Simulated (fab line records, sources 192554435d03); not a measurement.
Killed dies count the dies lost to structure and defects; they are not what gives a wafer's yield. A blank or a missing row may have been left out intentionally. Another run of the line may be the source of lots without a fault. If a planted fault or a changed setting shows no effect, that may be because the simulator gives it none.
fab line records    flow n5-finfet
[record] lots = 11  wafers = 30  last-day = 19
route steps=1938 shown BEOL_M7@1285
lots that met no fault: taken from a fault-free run of the same line
start-h: hours from the record's first day to the start of the lot's first wafer shown    wait-h: hours elapsed since this lot's preceding step    " repeats the value in the row above    L1.1+2: a row that stands for several wafers    - no value, or no start was given    * or withheld: withheld    < > ~ a bound
route shown NAME@n: NAME is a module with steps in the file, n the number in the route of the first one    usual: the fault-free wafers' mean and standard deviation    same: alike in all rows    chamber/n: place in a boat    sites: the reading at each site    _std_site: the standard deviation of these    _edge_site: the outer-site mean with the inner-site mean subtracted    radius-mm: how far each site lies from the wafer's centre    mask NAME#n: copy n    behind: the tool/chamber that last shaped the wafer    hold: the reason the lot was held/the length of the hold in hours/how it ended    device: which transistor (n, p or np) failed to switch    end of line: the tests these same wafers got at the end of their route    a step with no rows: only its recipe    killed: count of dies lost to structure and defects at first sort (not the wafer's yield)    map: dies across one wafer; x = killed, . = not, _ = none there
set.NAME: setting as actually run; set.NAME@STEP: the setting as run at that earlier step    model.NAME: the simulator's own value behind a step, which no gauge read
the route's steps for a sample of lots (tables are steps, rows are wafers)
services: when a tool's chamber went out of use (start-h, in hours from the record's first day, below 0 if earlier), for how many hours, and the reason
[[steps]]
[step N5_BEOL_M7_STRIP_19]
[recipe] chemistry = O2  power-w = 400  temp-c = 40  pressure-mtorr = 30  rf-frequency-hz = 6e+07  bias-power-w = 0  overash-fraction = 0.2  o2-flow-sccm = 225
[usual] drypump-motor-current-A = 5.8/0.36  o2-flow-sccm = 225.0/0.65  oes-product-au = 0.80/0.093  rf-vpp-V = 3.7/0.64  showerhead-plenum-p-Torr = 2.13/0.063  temp-c = 40.02/0.12  throttle-valve-pct = 16.68/0.24
lot.wafer  tool         chamber  start-h  wait-h  drypump-motor-current-A  o2-flow-sccm  oes-product-au  rf-hours-counter-h  rf-vpp-V  showerhead-plenum-p-Torr  temp-c  throttle-valve-pct
L392.1     rie-diel-05  3        232.43   0.2     5.8                      225.0         0.67            249                 4.1       2.15                      40.06   16.99
L392.3     "            2        "        "       5.0                      223.9         0.74            187                 4.0       2.00                      40.01   16.62
L392.5     "            3        "        "       5.8                      225.2         0.68            -                   4.8       2.15                      39.95   16.97
L397.2     rie-diel-02  0        261.27   0.1     5.4                      224.7         0.73            188                 3.1       2.16                      39.96   17.09
L397.3     "            2        "        "       6.2                      225.1         0.67            237                 4.0       2.06                      40.07   16.63
L397.5     "            0        "        "       5.4                      224.7         0.74            -                   3.3       2.16                      39.89   17.10
L400.1     rie-diel-02  0        267.91   0.2     5.5                      225.7         0.74            190                 3.5       2.16                      40.11   17.10
L400.3     "            2        "        "       6.1                      225.6         0.67            239                 3.4       2.06                      39.93   16.61
L400.6     "            2        "        "       6.2                      225.9         0.67            -                   4.1       2.06                      39.90   16.65
L401.1     rie-diel-01  2        285.04   0.2     5.8                      225.0         0.93            34                  3.6       2.22                      39.94   16.55
L401.2     "            0        "        "       6.3                      224.8         0.81            89                  4.2       2.10                      40.10   16.83
L401.3     "            3        "        "       5.8                      225.1         0.80            88                  3.6       2.11                      40.20   16.69
L402.3     rie-diel-05  2        288.63   0.1     5.1                      224.6         0.72            208                 3.2       2.00                      39.95   16.66
L402.4     "            0        "        "       6.1                      224.7         0.67            245                 4.6       2.15                      40.17   16.88
L402.6     "            2        "        "       5.0                      225.1         0.70            -                   3.4       2.00                      39.88   16.67
L408.1     rie-diel-02  1        331.40   0.1     5.7                      224.5         0.86            50                  3.6       2.11                      40.07   16.37
L408.3     "            3        "        "       6.2                      225.4         0.84            73                  2.6       2.22                      40.02   16.64
L406.3     rie-diel-02  1        332.38   0.3     5.7                      226.9         0.86            51                  3.8       2.11                      39.92   16.37
L406.5     "            3        "        "       6.3                      225.1         0.84            -                   4.1       2.22                      40.02   16.65
L412.3     rie-diel-05  3        337.53   0.2     5.7                      224.7         0.89            25                  3.5       2.14                      39.88   16.58
L412.5     "            3        "        "       5.8                      225.0         0.88            -                   3.9       2.14                      39.80   16.61
L412.6     "            0        "        "       6.1                      224.3         0.98            -                   3.3       2.14                      40.08   16.44
L411.3     rie-diel-02  3        343.20   0.1     6.2                      225.1         0.84            77                  3.9       2.22                      39.86   16.68
L411.5     "            3        "        "       6.2                      225.1         0.85            -                   3.5       2.22                      39.88   16.65
L413.2     rie-diel-01  0        359.08   0.1     6.3                      225.0         0.78            108                 3.7       2.10                      40.09   16.87
L413.4     "            2        "        "       5.8                      224.2         0.89            54                  4.3       2.21                      39.92   16.57
L413.5     "            0        "        "       6.4                      224.2         0.79            -                   3.1       2.10                      39.89   16.86
L414.3     rie-diel-02  2        361.67   0.1     6.2                      225.3         0.94            8                   3.3       2.05                      40.09   16.22
L414.4     "            0        "        "       5.5                      224.0         0.72            217                 4.8       2.15                      40.05   17.16
L414.5     "            3        "        "       6.3                      225.3         0.82            -                   2.3       2.22                      39.81   16.65
[step N5_BEOL_M7_CD_MEAS_28]
[recipe] target-cd-nm = 40  landing-energy-ev = 500  detector = se-inlens
[usual] cd-nm = 39.99/0.23
lot.wafer  tool       chamber  start-h  wait-h  cd-nm
L392.1     cd-sem-02  0        233.80   -       39.98
L392.3     "          0        "        "       40.10
L392.5     "          0        "        "       39.84
L397.2     cd-sem-03  0        261.80   -       40.10
L397.3     "          0        "        "       39.65
L397.5     "          0        "        "       40.09
L400.1     cd-sem-03  0        270.37   -       39.54
L400.3     "          0        "        "       39.83
L400.6     "          0        "        "       40.14
L401.1     cd-sem-02  0        286.39   -       40.38
L401.2     "          0        "        "       39.76
L401.3     "          0        "        "       40.51
L402.3     cd-sem-03  0        291.72   -       39.74
L402.4     "          0        "        "       39.56
L402.6     "          0        "        "       39.57
L408.1     cd-sem-02  0        331.90   -       40.24
L408.3     "          0        "        "       39.77
L406.3     cd-sem-01  0        335.08   -       39.73
L406.5     "          0        "        "       39.63
L412.3     cd-sem-02  0        339.48   -       39.97
L412.5     "          0        "        "       40.47
L412.6     "          0        "        "       40.04
L411.3     cd-sem-02  0        345.23   -       39.91
L411.5     "          0        "        "       40.16
L413.2     cd-sem-02  0        360.86   -       40.04
L413.4     "          0        "        "       39.76
L413.5     "          0        "        "       40.04
L414.3     cd-sem-01  0        365.02   -       40.02
L414.4     "          0        "        "       40.23
L414.5     "          0        "        "       40.05
[step N5_BEOL_M7_ETCH_66]
[recipe] chemistry = N2/H2  target = SOC  target-depth-a = 800  overetch-a = 160  mask-material = SiARC  temp-c = 40  time-s = 120  ion-energy-ev = 200  pressure-mtorr = 30  source-w = 840  bias-w = 150  n2-flow-sccm = 200  h2-flow-sccm = 200
[usual] drypump-motor-current-A = 5.8/0.37  oes-product-au = 0.62/0.073  rf-vpp-V = 524.8/2.4  run-length-s = 143.2/0.32  showerhead-plenum-p-Torr = 2.57/0.08  temp-c = 40.01/0.1  throttle-valve-pct = 17.81/0.23
lot.wafer  tool         chamber  start-h  wait-h  drypump-motor-current-A  oes-product-au  rf-hours-counter-h  rf-vpp-V  run-length-s  showerhead-plenum-p-Torr  temp-c  throttle-valve-pct
L392.1     rie-diel-01  1        234.10   0.0     5.8                      0.74            4                   526.6     143.8         2.62                      40.00   17.83
L392.3     "            2        "        "       5.8                      0.72            17                  528.8     143.2         2.69                      39.73   17.48
L392.5     "            0        "        "       6.3                      0.64            -                   526.1     142.5         2.59                      39.99   18.11
L397.2     rie-diel-05  0        262.00   0.0     6.1                      0.52            236                 525.8     143.5         2.61                      39.85   18.07
L397.3     "            1        "        "       6.0                      0.56            161                 524.3     143.4         2.53                      39.99   17.75
L397.5     "            0        "        "       6.1                      0.52            -                   525.1     143.7         2.61                      39.97   18.05
L400.1     rie-diel-02  1        270.87   0.0     5.7                      0.67            31                  525.7     142.7         2.59                      39.87   17.61
L400.3     "            2        "        "       6.2                      0.52            240                 523.4     143.4         2.52                      39.86   17.84
L400.6     "            0        "        "       5.5                      0.56            -                   526.2     143.4         2.63                      40.05   18.25
L401.1     rie-diel-05  3        286.59   0.0     5.7                      0.72            8                   525.8     143.2         2.59                      40.11   17.59
L401.2     "            1        "        "       6.0                      0.56            169                 522.8     143.1         2.52                      40.02   17.77
L401.3     "            0        "        "       6.1                      0.52            244                 525.3     143.0         2.61                      40.06   18.08
L402.3     rie-diel-01  2        291.92   0.0     5.8                      0.69            36                  528.4     142.6         2.68                      39.95   17.51
L402.4     "            3        "        "       5.8                      0.62            91                  524.1     143.1         2.56                      39.99   17.77
L402.6     "            3        "        "       5.8                      0.64            -                   524.4     143.2         2.56                      40.02   17.79
L408.1     rie-diel-05  2        332.10   0.0     5.0                      0.71            222                 518.7     113.1         2.39                      39.91   17.71
L408.3     "            0        "        "       6.1                      0.77            0                   525.4     143.1         2.60                      40.08   17.70
L406.3     rie-diel-05  2        335.28   0.0     5.0                      0.54            223                 520.5     143.6         2.39                      40.04   17.67
L406.5     "            0        "        "       6.1                      0.99            -                   527.4     112.8         2.60                      40.02   17.73
L412.3     rie-diel-01  2        339.68   0.0     5.9                      0.69            49                  527.7     142.7         2.67                      40.03   17.55
L412.5     "            0        "        "       6.3                      0.61            -                   526.0     143.0         2.58                      40.04   18.17
L412.6     "            1        "        "       5.8                      0.66            -                   525.2     143.5         2.60                      39.93   17.90
L411.3     rie-diel-05  2        345.43   0.0     5.0                      0.53            227                 520.2     143.5         2.39                      39.94   17.68
L411.5     "            2        "        "       5.0                      0.71            -                   520.2     112.9         2.39                      40.12   17.72
L413.2     rie-diel-02  1        361.10   0.0     5.7                      0.64            57                  525.0     142.7         2.58                      40.01   17.63
L413.4     "            0        "        "       5.5                      0.55            217                 525.2     143.7         2.62                      40.09   18.31
L413.5     "            2        "        "       6.2                      0.71            -                   523.5     142.9         2.51                      39.86   17.49
L414.3     rie-diel-02  0        365.22   0.0     5.5                      0.55            218                 526.2     143.5         2.62                      39.93   18.30
L414.4     "            3        "        "       6.3                      0.63            83                  527.9     143.2         2.68                      39.84   17.83
L414.5     "            1        "        "       5.7                      0.64            -                   526.3     142.6         2.58                      39.95   17.63
[step N5_BEOL_M7_TRENCH_ETCH_37]
[recipe] chemistry = C4F6/O2  target-depth-a = 934.78  target = SiCOH_lowk  time-s = 31.2  ion-energy-ev = 250  pressure-mtorr = 30  source-w = 345  bias-w = 185  Ar_flow_sccm = 300  C4F6_flow_sccm = 10  O2_flow_sccm = 10
[usual] drypump-motor-current-A = 5.8/0.37  oes_ar_750_au = 0.81/0.095  oes-product-au = 0.81/0.098  rf-vpp-V = 669/11  run-length-s = 54.5/0.36  showerhead-plenum-p-Torr = 2.88/0.078  throttle-valve-pct = 20.94/0.2
lot.wafer  tool         chamber  start-h  wait-h  drypump-motor-current-A  oes_ar_750_au  oes-product-au  rf-hours-counter-h  rf-vpp-V  run-length-s  showerhead-plenum-p-Torr  throttle-valve-pct
L392.1     rie-diel-01  1        -        -       5.8                      0.95           0.95            4                   640       54.6          2.93                      21.02
L392.3     "            2        "        "       5.9                      0.94           0.96            17                  670       54.3          3.00                      20.73
L392.5     "            0        "        "       6.3                      0.83           0.84            -                   684       53.5          2.89                      21.22
L397.2     rie-diel-05  0        -        -       6.1                      0.68           0.68            236                 667       54.3          2.93                      21.10
L397.3     "            1        "        "       6.0                      0.75           0.75            161                 686       54.3          2.82                      20.91
L397.5     "            0        "        "       6.1                      0.67           0.69            -                   668       54.8          2.93                      21.12
L400.1     rie-diel-02  1        -        -       5.7                      0.88           0.88            31                  673       54.2          2.92                      20.85
L400.3     "            2        "        "       6.2                      0.66           0.67            240                 668       54.4          2.80                      20.80
L400.6     "            0        "        "       5.5                      0.72           0.72            -                   671       54.6          2.92                      21.34
L401.1     rie-diel-05  3        -        -       5.8                      0.95           0.95            8                   675       54.4          2.90                      20.80
L401.2     "            1        "        "       6.1                      0.75           0.74            169                 686       54.6          2.82                      20.91
L401.3     "            0        "        "       6.1                      0.68           0.67            244                 668       54.4          2.92                      21.11
L402.3     rie-diel-01  2        -        -       5.8                      0.90           0.93            37                  671       54.2          2.99                      20.75
L402.4     "            3        "        "       5.9                      0.83           0.82            91                  672       54.6          2.88                      21.05
L402.6     "            3        "        "       5.8                      0.83           0.83            -                   673       54.6          2.88                      21.04
L408.1     rie-diel-05  2        -        -       5.0                      0.72           0.71            222                 666       54.8          2.72                      20.97
L408.3     "            0        "        "       6.1                      1.00           1.00            0                   668       54.8          2.92                      20.77
L406.3     rie-diel-05  2        -        -       5.0                      0.72           0.71            223                 666       54.2          2.72                      20.95
L406.5     "            0        "        "       6.1                      0.99           1.00            -                   668       54.3          2.92                      20.80
L412.3     rie-diel-01  2        -        -       5.8                      0.88           0.90            49                  669       54.1          2.99                      20.76
L412.5     "            0        "        "       6.3                      0.79           0.80            -                   685       53.6          2.87                      21.26
L412.6     "            1        "        "       5.8                      0.87           0.86            -                   637       54.7          2.92                      21.04
L411.3     rie-diel-05  2        -        -       5.0                      0.71           0.71            227                 665       54.9          2.72                      20.95
L411.5     "            2        "        "       5.0                      0.72           0.71            -                   666       54.3          2.72                      20.96
L413.2     rie-diel-02  1        -        -       5.7                      0.84           0.84            58                  674       54.4          2.91                      20.89
L413.4     "            0        "        "       5.5                      0.71           0.70            217                 672       54.9          2.91                      21.37
L413.5     "            2        "        "       6.2                      0.92           0.92            -                   669       54.2          2.79                      20.47
L414.3     rie-diel-02  0        -        -       5.5                      0.70           0.71            218                 672       54.8          2.91                      21.36
L414.4     "            3        "        "       6.2                      0.83           0.83            83                  653       54.2          2.97                      20.82
L414.5     "            1        "        "       5.7                      0.84           0.85            -                   674       54.0          2.91                      20.90
[[services]]
tool         chamber  start-h  hours  kind
rie-diel-05  0        227.75   9.5    repair
rie-diel-05  3        237.47   -      clean
rie-diel-05  3        237.47   -      consumable-replace:focus-ring
rie-diel-05  3        237.47   25.4   scheduled-down
rie-diel-05  3        237.47   25.4   vent-cycle
rie-diel-01  3        252.29   4.1    repair
rie-diel-02  -        263.90   1.7    repair
rie-diel-05  0        306.85   -      clean
rie-diel-05  0        306.85   -      consumable-replace:focus-ring
rie-diel-01  0        309.55   5.6    repair
rie-diel-02  2        313.40   -      clean
rie-diel-02  2        313.40   -      consumable-replace:focus-ring
rie-diel-02  2        313.40   18.2   scheduled-down
rie-diel-02  2        313.40   18.2   vent-cycle
rie-diel-01  -        320.61   2.8    pm
[[key]]
[first-sign] step = N5_BEOL_M7_ETCH_66  reading = run-length-s  direction = down  sigmas = 95  usual = *  struck = *
[effect] step = N5_BEOL_M7_ETCH_66  reading = oes-product-au  direction = up  sigmas = 2.5  usual = 0.62  struck = 0.80
met-at N5_BEOL_M7_ETCH_66
struck-lots L406,L408,L411
struck-wafers L406.5,L408.1,L411.5
[baseline-loss] step = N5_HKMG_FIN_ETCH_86  wafers = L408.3
not-acting-at N5_BEOL_M7_STRIP_19,N5_BEOL_M7_CD_MEAS_28,N5_BEOL_M7_TRENCH_ETCH_37
onset-between 286.59 332.10
[fault] kind = process-parameter-drift  tool = rie-diel-05  chamber = -  onset-h = 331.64  steps = N5_BEOL_M7_ETCH_66  channel = time-s  offset = *  shape = step  end-h = 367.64  scope = struck-wafers-only  acts-in = *  stated = *
// baseline-loss: these wafers lose ten dies or more at that step, a loss of the line's own and not of a fault; the sort's usual values leave them out
